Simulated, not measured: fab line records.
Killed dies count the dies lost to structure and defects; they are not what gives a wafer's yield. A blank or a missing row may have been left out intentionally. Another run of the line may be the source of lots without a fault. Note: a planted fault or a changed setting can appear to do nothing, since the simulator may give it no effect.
fab line records	flow nandHarc
record: lots: 24	wafers: 72	lastDay: 33
route steps=1302 shown A_WL_FILL@959 A_CONTACT@1005
lots with no fault: from the same line, run without faults
startH: hours from the record's opening day to when the first of the lot's shown wafers began	waitH: hours since the lot's step before	" as in the row above	L1.1+2: a row that stands for several wafers	- no value present, or no start provided	* or withheld: withheld	< > ~ a bound
route shown NAME@n: names a module that has steps shown in the file, with the first one's number in the route	usual: mean/standard deviation taken from wafers without a fault	same: alike in all rows	chamber/n: place in a boat	sites: readings site by site	_std_site: standard deviation of those values	_edge_site: the outer-site mean with the inner-site mean subtracted	radiusMm: for every site, how far away it sits from the centre of the wafer	mask NAME#n: copy n	behind: the tool/chamber that last shaped the wafer	hold: why the lot was held/for how many hours/how that ended	device: which transistor (n, p or np) failed to switch	end of line: tests run on the same wafers once the route is complete	where a step has no rows: the recipe by itself	killed: dies lost to structure and defects at the first sort, not the wafer's yield	map: a wafer's dies, x killed, . not, _ none there
set.NAME: setting as actually run; set.NAME@STEP: the setting as run at that earlier step	model.NAME: the simulator's own value behind a step, which no gauge read
route steps across a sampled set of lots; one table per step, one row per wafer
services: from which hour (startH, from the record's first day; less than 0 if before it) a tool's chamber was out of use, for how many hours, and why
== steps ==
step: NHARC_A_WL_FILL_STRIP_27
recipe: powerW: 1500	tempC: 250	timeS: 20	chemistry: N2/H2
usual: drypumpMotorCurrentA: 5.70/0.18	heaterPowerW: 362/23
lot.wafer	tool	chamber	startH	waitH	drypumpMotorCurrentA	heaterPowerW	rfHoursCounterH
L074.2	plasmaAsher-01	0	465.09	0.2	5.77	358	23
L074.3	"	0	"	"	5.75	361	-
L074.6	"	1	"	"	5.55	335	-
L075.1	plasmaAsher-02	0	470.04	0.1	5.53	345	8
L075.3	"	0	"	"	5.53	346	-
L075.6	"	0	"	"	5.52	354	-
L077.1	plasmaAsher-02	0	494.08	0.1	5.55	347	12
L077.3	"	1	"	"	5.96	382	-
L077.5	"	1	"	"	5.97	381	-
L076.3	plasmaAsher-01	0	494.26	0.1	5.77	360	-
L076.5	"	0	"	"	5.75	356	-
L076.6	"	1	"	"	5.52	328	-
L078.1	plasmaAsher-01	0	509.87	0.1	5.78	358	30
L078.2	"	1	"	"	5.56	330	30
L078.5	"	0	"	"	5.77	355	-
L080.1	plasmaAsher-02	1	526.62	0.1	5.95	387	20
L080.3	"	1	"	"	5.91	379	-
L080.5	"	1	"	"	5.95	382	-
L081.1	plasmaAsher-02	0	527.50	0.7	5.55	343	21
L081.2	"	1	"	"	5.95	382	21
L081.6	"	0	"	"	5.55	352	-
L079.1	plasmaAsher-01	1	531.86	0.1	5.58	356	1
L079.4	"	0	"	"	5.77	354	-
L079.3	"	1	"	"	5.56	346	-
L082.1	plasmaAsher-02	0	541.99	0.1	5.54	347	23
L082.4	"	1	"	"	5.97	373	-
L082.5	"	1	"	"	5.97	379	-
L083.4	plasmaAsher-01	0	567.03	0.1	5.75	338	-
L083.6	"	0	"	"	5.76	344	-
L083.5	"	1	"	"	5.55	356	-
L084.2	plasmaAsher-01	1	575.69	0.1	5.56	352	9
L084.4	"	1	"	"	5.57	348	-
L084.5	"	1	"	"	5.56	335	-
L086.2	plasmaAsher-01	1	579.99	0.1	5.56	357	10
L086.3	"	0	"	"	5.77	345	-
L086.4	"	1	"	"	5.55	355	-
L085.1	plasmaAsher-01	1	580.22	0.1	5.57	343	10
L085.2	"	0	"	"	5.76	342	10
L085.6	"	0	"	"	5.76	344	-
L087.1	plasmaAsher-01	1	609.94	0.1	5.55	352	15
L087.5	"	1	"	"	5.56	351	-
L087.6	"	0	"	"	5.76	339	-
L088.1	plasmaAsher-02	0	612.87	0.1	5.56	367	0
L088.3	"	0	"	"	5.54	366	-
L088.5	"	1	"	"	5.95	407	-
L090.1	plasmaAsher-02	1	620.30	0.4	5.94	403	2
L090.2	"	0	"	"	5.53	360	2
L090.6	"	1	"	"	5.95	407	-
L089.3	plasmaAsher-02	0	622.17	0.1	5.52	367	-
L089.6	"	0	"	"	5.52	367	-
L089.5	"	1	"	"	5.96	389	-
L091.2	plasmaAsher-02	1	631.12	0.1	5.94	399	5
L091.4	"	0	"	"	5.51	368	-
L091.5	"	0	"	"	5.54	365	-
L092.2	plasmaAsher-02	1	663.45	0.2	5.93	408	14
L092.6	"	1	"	"	5.95	406	-
L092.5	"	0	"	"	5.56	369	-
L093.1	plasmaAsher-02	0	663.58	0.1	5.56	365	14
L093.6	"	0	"	"	5.54	375	-
L093.5	"	1	"	"	5.94	401	-
L094.1	plasmaAsher-01	1	674.87	0.1	5.56	351	26
L094.3	"	1	"	"	5.57	347	-
L094.6	"	0	"	"	5.77	345	-
L095.2	plasmaAsher-01	0	675.03	0.1	5.77	336	26
L095.1	"	1	"	"	5.54	351	26
L095.3	"	0	"	"	5.77	343	-
L097.1	plasmaAsher-02	1	696.98	0.1	5.94	411	22
L097.2	"	0	"	"	5.50	369	22
L097.3	"	0	"	"	5.51	359	-
L096.2	plasmaAsher-02	0	697.11	0.3	5.57	367	22
L096.1	"	1	"	"	5.94	397	22
L096.6	"	1	"	"	5.96	397	-
step: NHARC_A_WL_FILL_STRIP_29
recipe: timeS: 20	o2FlowSccm: 500	arFlowSccm: 0	biasW: 0	chemistry: O2
usual: chamberPressureMTorr: 60.00/0.053	drypumpMotorCurrentA: 5.3/0.41	mfcArSccm: 0.009/0.0089	oesProductAu: 0.998/0.0087	rfVppV: 57.7/0.87	showerheadPlenumPTorr: 3.48/0.14	throttleValvePct: 17.035/0.0086
lot.wafer	tool	chamber	startH	waitH	chamberPressureMTorr	drypumpMotorCurrentA	mfcArSccm	oesProductAu	rfHoursCounterH	rfVppV	showerheadPlenumPTorr	throttleValvePct
L074.3	rieDiel-11	0	476.93	0.1	59.97	5.2	0.007	0.994	1.3	57.7	3.51	17.038
L074.2	"	3	"	"	60.04	5.9	0	0.983	1.1	57.6	3.42	17.033
L074.6	"	1	"	"	59.94	5.3	0.015	0.999	-	56.7	3.33	17.040
L075.3	rieDiel-06	1	479.69	0.1	60.03	4.8	0.023	1.002	10.4	57.8	3.62	17.030
L075.1	"	0	"	"	59.96	5.4	0.019	1.003	10.0	56.9	3.40	17.045
L075.6	"	1	"	"	60.05	4.8	0.023	1.006	-	59.6	3.62	17.033
L077.3	rieDiel-06	1	504.19	0.1	60.12	4.8	0.023	0.989	0.2	58.9	3.62	17.034
L077.1	"	3	"	"	60.01	4.8	0	1.002	0.2	58.4	3.44	17.038
L077.5	"	0	"	"	60.00	5.4	0.019	1.005	-	56.7	3.40	17.038
L076.3	rieDiel-11	2	505.24	0.1	59.92	5.6	0	0.992	1.6	58.6	3.31	17.036
L076.6	"	0	"	"	59.94	5.2	0.007	0.992	-	58.1	3.51	17.036
L076.5	"	1	"	"	59.94	5.3	0.015	0.977	-	58.2	3.33	17.046
L078.1	rieDiel-11	3	521.02	0.1	59.95	5.9	0	0.995	1.6	56.5	3.42	17.029
L078.2	"	0	"	"	59.91	5.2	0.007	0.993	1.7	56.8	3.51	17.042
L078.5	"	3	"	"	59.98	5.9	0	1.000	-	57.4	3.42	17.048
L080.3	rieDiel-11	0	536.82	0.1	59.91	5.2	0.007	0.996	2.0	57.1	3.51	17.028
L080.1	"	2	"	"	59.90	5.6	0	0.997	2.0	57.5	3.31	17.037
L080.5	"	3	"	"	60.01	5.9	0	1.004	-	57.7	3.42	17.036
L081.1	rieDiel-07	1	537.93	0.1	59.94	4.9	0	0.996	1.6	58.1	3.30	17.034
L081.2	"	0	"	"	60.00	4.8	0	0.996	1.9	57.3	3.42	17.034
L081.6	"	2	"	"	59.99	6.1	0.013	1.010	-	58.2	3.62	17.048
L079.4	rieDiel-07	3	541.98	0.1	59.97	5.1	0	0.986	2.1	56.9	3.66	17.036
L079.3	"	1	"	"	60.00	4.9	0	0.996	1.7	57.3	3.30	17.032
L079.1	"	2	"	"	60.10	6.1	0.013	1.003	1.8	57.2	3.62	17.016
L082.1	rieDiel-06	1	552.15	0.1	59.97	4.8	0.023	0.988	3.5	57.6	3.62	17.027
L082.4	"	2	"	"	59.98	5.3	0.019	1.000	-	57.3	3.73	17.029
L082.5	"	3	"	"	60.04	4.8	0	0.995	-	57.9	3.44	17.035
L083.4	rieDiel-11	1	576.63	0.1	59.98	5.3	0.015	0.983	2.7	59.4	3.33	17.030
L083.6	"	0	"	"	60.00	5.2	0.007	0.989	-	56.4	3.51	17.038
L083.5	"	1	"	"	60.06	5.3	0.015	0.990	-	58.3	3.33	17.047
L084.4	rieDiel-11	0	586.13	0.1	59.89	5.2	0.007	1.008	2.8	57.7	3.51	17.033
L084.2	"	3	"	"	60.03	5.9	0	1.008	2.6	57.4	3.42	17.034
L084.5	"	1	"	"	59.96	5.3	0.015	1.008	-	58.0	3.33	17.036
L086.2	rieDiel-07	1	590.04	0.1	60.08	4.9	0	0.999	3.4	56.7	3.30	17.026
L086.4	"	2	"	"	59.87	6.1	0.013	1.015	3.6	58.7	3.62	17.031
L086.3	"	0	"	"	60.06	4.8	0	0.997	3.9	57.9	3.42	17.033
L085.2	rieDiel-06	3	590.10	0.1	60.05	4.8	0	0.999	5.9	56.2	3.43	17.032
L085.1	"	1	"	"	59.96	4.8	0.023	0.993	6.9	57.8	3.61	17.030
L085.6	"	2	"	"	60.03	5.3	0.019	1.001	-	57.9	3.73	17.050
L088.3	rieDiel-06	0	620.03	0.1	59.97	5.5	0.019	1.007	7.4	58.4	3.40	17.033
L088.1	"	2	"	"	60.00	5.3	0.019	1.002	8.8	58.0	3.73	17.030
L088.5	"	1	"	"	59.97	4.8	0.023	0.983	-	56.3	3.61	17.035
L087.1	rieDiel-11	1	620.20	0.1	59.98	5.3	0.015	1.018	0.0	57.9	3.33	17.032
L087.5	"	2	"	"	60.11	5.6	0	0.996	-	56.6	3.31	17.045
L087.6	"	3	"	"	60.01	5.9	0	1.007	-	56.8	3.42	17.039
L090.1	rieDiel-06	3	631.17	0.1	60.04	4.8	0	1.013	8.5	57.3	3.43	17.039
L090.2	"	1	"	"	59.99	4.8	0.023	0.993	9.8	57.6	3.61	17.018
L090.6	"	2	"	"	60.04	5.3	0.019	1.004	-	56.9	3.73	17.024
L089.3	rieDiel-07	0	631.18	0.1	60.04	4.8	0	0.997	5.0	57.5	3.42	17.037
L089.5	"	3	"	"	59.95	5.1	0	0.991	-	58.0	3.66	17.040
L089.6	"	0	"	"	60.06	4.8	0	0.999	-	58.0	3.42	17.026
L091.2	rieDiel-06	2	641.06	0.1	60.00	5.3	0.019	0.998	9.5	57.0	3.73	17.038
L091.4	"	3	"	"	59.98	4.8	0	1.001	8.7	56.5	3.43	17.026
L091.5	"	1	"	"	60.03	4.8	0.023	0.997	-	57.5	3.61	17.027
L092.2	rieDiel-07	1	675.45	0.1	60.01	4.9	0	0.987	0.8	57.8	3.30	17.035
L092.6	"	2	"	"	59.94	6.1	0.013	1.013	-	58.1	3.61	17.030
L092.5	"	3	"	"	60.06	5.1	0	1.002	-	57.1	3.66	17.037
L093.1	rieDiel-11	3	677.90	0.1	59.94	5.9	0	1.001	1.7	57.4	3.42	17.033
L093.5	"	0	"	"	60.04	5.3	0.007	1.008	-	58.2	3.51	17.020
L093.6	"	1	"	"	60.01	5.3	0.015	0.995	-	58.3	3.33	17.036
L094.1	rieDiel-11	2	688.79	0.1	60.03	5.6	0	0.995	1.8	58.1	3.31	17.035
L094.3	"	1	"	"	60.02	5.3	0.015	1.009	1.8	57.6	3.33	17.021
L094.6	"	2	"	"	60.01	5.6	0	0.989	-	57.5	3.30	17.041
L095.2	rieDiel-07	2	688.83	0.2	59.96	6.1	0.013	1.009	1.5	58.8	3.61	17.036
L095.3	"	0	"	"	60.05	4.8	0	0.984	1.3	57.4	3.42	17.042
L095.1	"	1	"	"	60.07	4.9	0	0.986	1.3	57.5	3.30	17.035
L097.1	rieDiel-07	0	706.59	0.1	59.98	4.8	0	0.990	2.1	56.7	3.42	17.039
L097.3	"	2	"	"	60.08	6.1	0.013	1.011	2.3	59.5	3.61	17.042
L097.2	"	3	"	"	60.06	5.1	0	1.000	2.4	57.1	3.66	17.037
L096.2	rieDiel-06	1	706.62	0.1	60.02	4.8	0.023	0.981	1.6	58.6	3.61	17.050
L096.1	"	3	"	"	59.98	4.8	0	1.003	2.1	57.5	3.43	17.033
L096.6	"	1	"	"	60.03	4.8	0.023	0.990	-	58.0	3.61	17.046
step: NHARC_A_WL_FILL_CMP_12
recipe: tOverpolishS: 30	targetThkNm: 100
usual: motorCurrentA: 12.4/1	overpolishRunS: 30.000/0.0091	slurryFlowMlMin: 150.1/0.5	timeToEndpointS: 18/3.1
lot.wafer	tool	chamber	startH	waitH	motorCurrentA	overpolishRunS	slurryFlowMlMin	timeToEndpointS
L074.3	cmp-04	3	482.87	0.2	12.7	30.000	149.4	20
L074.2	"	0	"	"	11.7	30.019	150.5	20
L074.6	"	2	"	"	12.3	30.023	149.9	17
L075.1	cmp-04	1	485.71	0.1	13.5	29.999	150.0	16
L075.3	"	2	"	"	12.0	30.017	149.9	18
L075.6	"	1	"	"	12.7	29.993	150.0	14
L077.3	cmp-01	0	510.15	0.1	13.5	29.996	149.6	21
L077.1	"	3	"	"	11.1	29.993	150.8	21
L077.5	"	1	"	"	12.8	30.009	150.8	21
L076.3	cmp-04	2	510.19	0.1	11.7	30.011	150.1	17
L076.5	"	1	"	"	12.8	29.996	150.2	15
L076.6	"	2	"	"	11.3	30.007	149.8	15
L078.2	cmp-04	2	526.98	0.1	11.5	30.003	149.6	13
L078.1	"	1	"	"	13.3	29.993	149.3	10
L078.5	"	2	"	"	12.5	30.021	148.1	12
L080.1	cmp-04	3	542.72	0.2	13.6	29.990	150.1	14
L080.3	"	1	"	"	12.9	30.003	150.1	13
L080.5	"	3	"	"	13.3	29.989	150.0	13
L081.2	cmp-01	0	542.76	0.2	14.1	30.000	150.4	22
L081.1	"	1	"	"	13.0	30.005	150.4	19
L081.6	"	3	"	"	10.9	29.994	150.5	18
L079.4	cmp-04	0	548.40	0.1	11.8	30.002	149.4	18
L079.3	"	2	"	"	12.3	29.998	149.5	15
L079.1	"	3	"	"	12.5	29.970	148.8	18
L082.1	cmp-01	3	558.04	0.2	10.9	29.999	149.1	15
L082.4	"	1	"	"	12.7	30.005	150.3	17
L082.5	"	0	"	"	13.3	29.992	150.7	18
L083.4	cmp-01	0	582.54	0.2	13.7	29.985	150.9	18
L083.6	"	1	"	"	13.1	29.991	149.8	16
L083.5	"	2	"	"	14.1	29.998	150.2	15
L084.4	cmp-04	0	592.14	0.1	11.5	30.002	150.5	16
L084.2	"	2	"	"	12.2	29.984	149.9	14
L084.5	"	0	"	"	12.1	30.009	149.5	14
L086.4	cmp-02	0	595.96	0.1	10.5	29.998	150.2	23
L086.2	"	2	"	"	12.4	29.988	150.4	18
L086.3	"	3	"	"	11.0	29.999	151.3	18
L085.1	cmp-04	0	595.96	0.2	11.9	29.994	150.7	21
L085.2	"	1	"	"	13.2	29.993	151.0	13
L085.6	"	3	"	"	12.3	30.006	149.4	18
L087.1	cmp-01	3	626.03	0.1	10.9	30.011	149.8	17
L087.5	"	3	"	"	11.1	30.001	149.7	16
L087.6	"	0	"	"	14.3	30.002	149.2	17
L088.1	cmp-04	1	626.04	0.2	13.0	29.992	149.6	15
L088.3	"	2	"	"	12.1	29.992	150.1	19
L088.5	"	3	"	"	13.3	29.990	151.5	21
L089.3	cmp-02	0	637.18	0.1	10.7	30.001	150.7	21
L089.5	"	0	"	"	10.4	30.010	150.5	23
L089.6	"	1	"	"	12.0	29.998	149.7	21
L090.1	cmp-01	0	637.34	0.2	12.9	30.007	150.2	16
L090.2	"	1	"	"	12.2	29.972	149.9	17
L090.6	"	3	"	"	10.7	30.009	150.0	17
L091.4	cmp-01	0	647.05	0.1	13.4	29.996	149.8	21
L091.2	"	1	"	"	12.9	29.992	150.9	21
L091.5	"	3	"	"	11.5	30.008	149.9	20
L092.2	cmp-04	1	681.45	0.2	12.9	29.997	150.4	16
L092.6	"	0	"	"	11.9	30.005	150.2	20
L092.5	"	1	"	"	12.8	30.000	150.3	12
L093.1	cmp-04	1	683.95	0.1	12.6	29.994	150.0	16
L093.6	"	1	"	"	13.1	30.002	150.4	13
L093.5	"	2	"	"	11.3	29.994	149.2	19
L095.1	cmp-01	2	694.77	0.1	13.3	29.995	150.2	20
L095.3	"	3	"	"	11.0	30.013	149.9	18
L095.2	"	1	"	"	13.4	29.989	150.2	22
L094.3	cmp-01	3	694.95	0.1	11.1	29.999	150.6	21
L094.1	"	0	"	"	12.4	29.986	150.9	23
L094.6	"	3	"	"	10.7	30.009	150.7	21
L097.1	cmp-01	0	712.58	0.2	13.6	30.000	150.4	23
L097.3	"	2	"	"	13.6	29.991	149.5	20
L097.2	"	3	"	"	11.1	29.997	149.8	20
L096.1	cmp-02	3	712.58	0.1	10.3	30.000	150.4	24
L096.2	"	0	"	"	10.2	30.006	149.9	22
L096.6	"	3	"	"	11.5	29.991	149.6	22
step: NHARC_A_CONTACT_ETCH_111
recipe: sourceW: withheld	pressureMtorr: 20	biasV: withheld	timeS: 140	targetDepthA: 7000	arFlowSccm: withheld	c4f8FlowSccm: withheld	o2FlowSccm: withheld	chemistry: C4F8/O2/Ar
usual: chamberPressureMTorr: 20.002/0.019
lot.wafer	tool	chamber	startH	waitH	chamberPressureMTorr	rfHoursCounterH
L074.2	harCapEtch-03	0	496.66	-	19.982	34
L074.3	"	1	"	"	19.997	-
L074.6	"	1	"	"	19.983	-
L075.1	harCapEtch-02	1	501.37	-	19.995	82
L075.3	"	1	"	"	20.007	-
L075.6	"	1	"	"	20.011	-
L077.1	harCapEtch-02	0	519.92	-	20.010	89
L077.3	"	1	"	"	19.992	-
L077.5	"	1	"	"	19.995	-
L076.3	harCapEtch-01	1	520.30	-	19.990	-
L076.6	"	0	"	"	20.007	-
L076.5	"	1	"	"	19.990	-
L078.1	harCapEtch-02	0	536.01	-	19.996	93
L078.2	"	1	"	"	19.977	93
L078.5	"	0	"	"	20.013	-
L080.1	harCapEtch-03	1	551.99	-	20.009	47
L080.3	"	0	"	"	19.986	-
L080.5	"	0	"	"	19.994	-
L081.2	harCapEtch-01	1	552.81	-	20.030	7
L081.1	"	0	"	"	19.983	7
L081.6	"	1	"	"	20.000	-
L079.1	harCapEtch-03	0	560.33	-	19.997	49
L079.4	"	1	"	"	19.974	-
L079.3	"	0	"	"	20.010	-
L082.1	harCapEtch-02	1	572.73	-	19.970	100
L082.4	"	0	"	"	20.031	-
L082.5	"	0	"	"	20.017	-
L083.4	harCapEtch-03	1	591.36	-	20.000	-
L083.6	"	0	"	"	19.988	-
L083.5	"	1	"	"	20.002	-
L084.2	harCapEtch-01	0	602.27	-	19.996	16
L084.4	"	1	"	"	20.002	-
L084.5	"	1	"	"	20.029	-
L086.2	harCapEtch-03	0	605.31	-	20.006	56
L086.4	"	0	"	"	19.995	-
L086.3	"	1	"	"	20.031	-
L085.2	harCapEtch-02	1	606.49	-	19.988	106
L085.1	"	0	"	"	20.008	106
L085.6	"	0	"	"	20.025	-
L088.1	harCapEtch-03	0	634.18	-	19.990	62
L088.3	"	1	"	"	19.990	-
L088.5	"	0	"	"	20.011	-
L087.1	harCapEtch-02	1	634.34	-	19.970	111
L087.5	"	0	"	"	20.005	-
L087.6	"	1	"	"	19.988	-
L089.3	harCapEtch-03	0	645.25	-	19.991	-
L089.6	"	0	"	"	19.979	-
L089.5	"	1	"	"	19.977	-
L090.1	harCapEtch-02	0	646.29	-	20.015	114
L090.2	"	1	"	"	20.001	114
L090.6	"	1	"	"	20.013	-
L091.2	harCapEtch-02	1	656.14	-	19.970	116
L091.4	"	0	"	"	19.973	-
L091.5	"	0	"	"	19.985	-
L092.2	harCapEtch-03	1	689.68	-	20.044	71
L092.6	"	0	"	"	19.989	-
L092.5	"	1	"	"	20.015	-
L093.1	harCapEtch-01	0	693.29	-	19.998	30
L093.5	"	0	"	"	20.023	-
L093.6	"	1	"	"	20.018	-
L095.2	harCapEtch-03	1	702.87	-	20.050	73
L095.1	"	0	"	"	19.968	73
L095.3	"	0	"	"	19.960	-
L094.1	harCapEtch-01	1	703.15	-	19.983	33
L094.3	"	0	"	"	20.013	-
L094.6	"	0	"	"	20.007	-
L096.1	harCapEtch-01	1	721.84	-	19.982	37
L096.2	"	0	"	"	20.013	37
L096.6	"	1	"	"	20.039	-
L097.1	harCapEtch-02	1	722.70	-	20.029	126
L097.2	"	0	"	"	20.000	126
L097.3	"	1	"	"	20.005	-
step: NHARC_A_CONTACT_ETCH_121
recipe: sourceW: withheld	pressureMtorr: 20	biasV: 3000	timeS: 190	targetDepthA: 18500	arFlowSccm: withheld	c4f8FlowSccm: withheld	o2FlowSccm: withheld	chemistry: C4F8/O2/Ar
usual: chamberPressureMTorr: 19.999/0.018
lot.wafer	tool	chamber	startH	waitH	chamberPressureMTorr	rfHoursCounterH
L074.2	harCapEtch-03	0	498.40	0.1	20.028	35
L074.3	"	1	"	"	20.008	-
L074.6	"	1	"	"	19.985	-
L075.1	harCapEtch-02	1	503.10	0.1	19.973	84
L075.3	"	1	"	"	19.993	-
L075.6	"	1	"	"	19.975	-
L077.1	harCapEtch-02	0	521.65	0.1	19.996	91
L077.3	"	1	"	"	19.983	-
L077.5	"	1	"	"	20.034	-
L076.3	harCapEtch-01	1	522.02	0.1	19.998	-
L076.6	"	0	"	"	20.006	-
L076.5	"	1	"	"	19.979	-
L078.1	harCapEtch-02	0	537.75	0.1	19.989	94
L078.2	"	1	"	"	20.014	94
L078.5	"	0	"	"	19.976	-
L080.1	harCapEtch-03	1	553.73	0.1	19.997	48
L080.3	"	0	"	"	20.025	-
L080.5	"	0	"	"	19.996	-
L081.2	harCapEtch-01	1	554.55	0.1	19.989	9
L081.1	"	0	"	"	19.997	9
L081.6	"	1	"	"	19.996	-
L079.1	harCapEtch-03	0	562.06	0.1	19.980	51
L079.4	"	1	"	"	20.025	-
L079.3	"	0	"	"	19.973	-
L082.1	harCapEtch-02	1	574.46	0.1	20.027	102
L082.4	"	0	"	"	20.027	-
L082.5	"	0	"	"	20.020	-
L083.4	harCapEtch-03	1	593.08	0.1	19.964	-
L083.6	"	0	"	"	20.001	-
L083.5	"	1	"	"	20.007	-
L084.2	harCapEtch-01	0	604.01	0.1	20.007	17
L084.4	"	1	"	"	20.010	-
L084.5	"	1	"	"	19.984	-
L086.2	harCapEtch-03	0	607.05	0.1	19.986	58
L086.4	"	0	"	"	19.993	-
L086.3	"	1	"	"	20.028	-
L085.2	harCapEtch-02	1	608.23	0.1	20.033	107
L085.1	"	0	"	"	20.008	107
L085.6	"	0	"	"	20.009	-
L088.1	harCapEtch-03	0	635.91	0.1	20.007	63
L088.3	"	1	"	"	19.970	-
L088.5	"	0	"	"	20.007	-
L087.1	harCapEtch-02	1	636.67	0.3	20.007	113
L087.5	"	0	"	"	20.004	-
L087.6	"	1	"	"	19.999	-
L089.3	harCapEtch-03	0	646.98	0.1	20.022	-
L089.6	"	0	"	"	19.940	-
L089.5	"	1	"	"	20.007	-
L090.1	harCapEtch-02	0	648.60	0.2	19.987	115
L090.2	"	1	"	"	19.994	115
L090.6	"	1	"	"	19.957	-
L091.2	harCapEtch-02	1	657.88	0.1	20.009	117
L091.4	"	0	"	"	20.022	-
L091.5	"	0	"	"	19.977	-
L092.2	harCapEtch-03	1	691.42	0.1	19.994	73
L092.6	"	0	"	"	20.000	-
L092.5	"	1	"	"	19.977	-
L093.1	harCapEtch-01	0	695.03	0.1	19.998	32
L093.5	"	0	"	"	20.009	-
L093.6	"	1	"	"	19.994	-
L095.2	harCapEtch-03	1	704.61	0.1	19.995	75
L095.1	"	0	"	"	19.996	75
L095.3	"	0	"	"	20.004	-
L094.1	harCapEtch-01	1	704.87	0.1	20.006	34
L094.3	"	0	"	"	19.972	-
L094.6	"	0	"	"	20.030	-
L096.1	harCapEtch-01	1	723.58	0.1	20.004	38
L096.2	"	0	"	"	19.968	38
L096.6	"	1	"	"	20.024	-
L097.1	harCapEtch-02	1	724.45	0.1	20.041	128
L097.2	"	0	"	"	19.985	128
L097.3	"	1	"	"	19.982	-
step: NHARC_A_CONTACT_ETCH_122
recipe: sourceW: withheld	pressureMtorr: 20	biasV: 3000	timeS: 190	targetDepthA: 18500	arFlowSccm: withheld	c4f8FlowSccm: withheld	o2FlowSccm: withheld	chemistry: C4F8/O2/Ar
usual: chamberPressureMTorr: 19.999/0.018
lot.wafer	tool	chamber	startH	waitH	chamberPressureMTorr	rfHoursCounterH
L074.2	harCapEtch-03	0	498.57	0.1	19.997	35
L074.3	"	1	"	"	19.983	-
L074.6	"	1	"	"	19.995	-
L075.1	harCapEtch-02	1	503.27	0.1	19.970	84
L075.3	"	1	"	"	20.019	-
L075.6	"	1	"	"	20.003	-
L077.1	harCapEtch-02	0	521.83	0.1	20.009	91
L077.3	"	1	"	"	19.991	-
L077.5	"	1	"	"	19.983	-
L076.3	harCapEtch-01	1	522.19	0.1	19.989	-
L076.6	"	0	"	"	20.006	-
L076.5	"	1	"	"	19.974	-
L078.1	harCapEtch-02	0	537.92	0.1	19.995	95
L078.2	"	1	"	"	19.991	95
L078.5	"	0	"	"	20.025	-
L080.1	harCapEtch-03	1	553.90	0.1	19.997	48
L080.3	"	0	"	"	20.004	-
L080.5	"	0	"	"	19.978	-
L081.2	harCapEtch-01	1	554.72	0.1	20.009	9
L081.1	"	0	"	"	19.983	9
L081.6	"	1	"	"	19.980	-
L079.1	harCapEtch-03	0	562.23	0.1	20.010	51
L079.4	"	1	"	"	19.990	-
L079.3	"	0	"	"	19.986	-
L082.1	harCapEtch-02	1	574.63	0.1	20.004	102
L082.4	"	0	"	"	20.003	-
L082.5	"	0	"	"	19.975	-
L083.4	harCapEtch-03	1	593.26	0.1	19.994	-
L083.6	"	0	"	"	19.999	-
L083.5	"	1	"	"	19.973	-
L084.2	harCapEtch-01	0	604.17	0.1	19.994	17
L084.4	"	1	"	"	20.026	-
L084.5	"	1	"	"	20.009	-
L086.2	harCapEtch-03	0	607.22	0.1	19.980	58
L086.4	"	0	"	"	20.008	-
L086.3	"	1	"	"	19.990	-
L085.2	harCapEtch-02	1	608.40	0.1	19.985	108
L085.1	"	0	"	"	20.038	108
L085.6	"	0	"	"	19.994	-
L088.1	harCapEtch-03	0	636.08	0.1	20.017	63
L088.3	"	1	"	"	19.989	-
L088.5	"	0	"	"	20.013	-
L087.1	harCapEtch-02	1	636.97	0.3	20.003	113
L087.5	"	0	"	"	19.992	-
L087.6	"	1	"	"	20.007	-
L089.3	harCapEtch-03	0	647.15	0.1	19.979	-
L089.6	"	0	"	"	20.026	-
L089.5	"	1	"	"	20.043	-
L090.1	harCapEtch-02	0	648.83	0.2	20.017	115
L090.2	"	1	"	"	20.016	115
L090.6	"	1	"	"	19.995	-
L091.2	harCapEtch-02	1	658.05	0.1	19.994	118
L091.4	"	0	"	"	20.022	-
L091.5	"	0	"	"	19.985	-
L092.2	harCapEtch-03	1	691.59	0.1	19.995	73
L092.6	"	0	"	"	19.986	-
L092.5	"	1	"	"	19.987	-
L093.1	harCapEtch-01	0	695.20	0.1	19.999	32
L093.5	"	0	"	"	19.976	-
L093.6	"	1	"	"	19.995	-
L095.2	harCapEtch-03	1	704.78	0.1	20.031	75
L095.1	"	0	"	"	20.003	75
L095.3	"	0	"	"	19.980	-
L094.1	harCapEtch-01	1	705.05	0.1	20.002	34
L094.3	"	0	"	"	20.007	-
L094.6	"	0	"	"	19.987	-
L096.1	harCapEtch-01	1	723.75	0.1	20.021	38
L096.2	"	0	"	"	20.003	38
L096.6	"	1	"	"	20.006	-
L097.1	harCapEtch-02	1	724.61	0.1	19.956	128
L097.2	"	0	"	"	20.012	128
L097.3	"	1	"	"	20.008	-
== services ==
tool	chamber	startH	hours	kind
cmp-01	-	479.63	4.0	pm
cmp-01	-	485.35	1.5	repair
plasmaAsher-01	-	487.02	7.0	repair
harCapEtch-02	-	495.24	1.5	repair
harCapEtch-01	-	497.00	17.0	pm
cmp-04	-	503.03	4.0	pm
rieDiel-11	3	507.81	2.7	repair
cmp-01	-	510.96	1.4	repair
cmp-01	-	516.95	2.6	repair
plasmaAsher-01	-	519.18	9.0	pm
rieDiel-11	3	549.31	8.8	repair
plasmaAsher-02	-	568.63	3.5	repair
cmp-01	-	577.66	4.0	pm
rieDiel-11	0	596.02	11.0	repair
cmp-04	-	601.03	4.0	pm
plasmaAsher-02	-	603.32	9.0	pm
cmp-01	-	606.25	3.6	repair
rieDiel-11	-	609.50	9.0	pm
cmp-04	-	611.71	1.5	repair
cmp-04	-	626.50	0.6	repair
cmp-01	-	675.66	4.0	pm
plasmaAsher-01	-	679.40	0.5	repair
cmp-04	-	685.11	22.5	repair
plasmaAsher-01	-	696.18	9.0	pm
== key ==
fault none
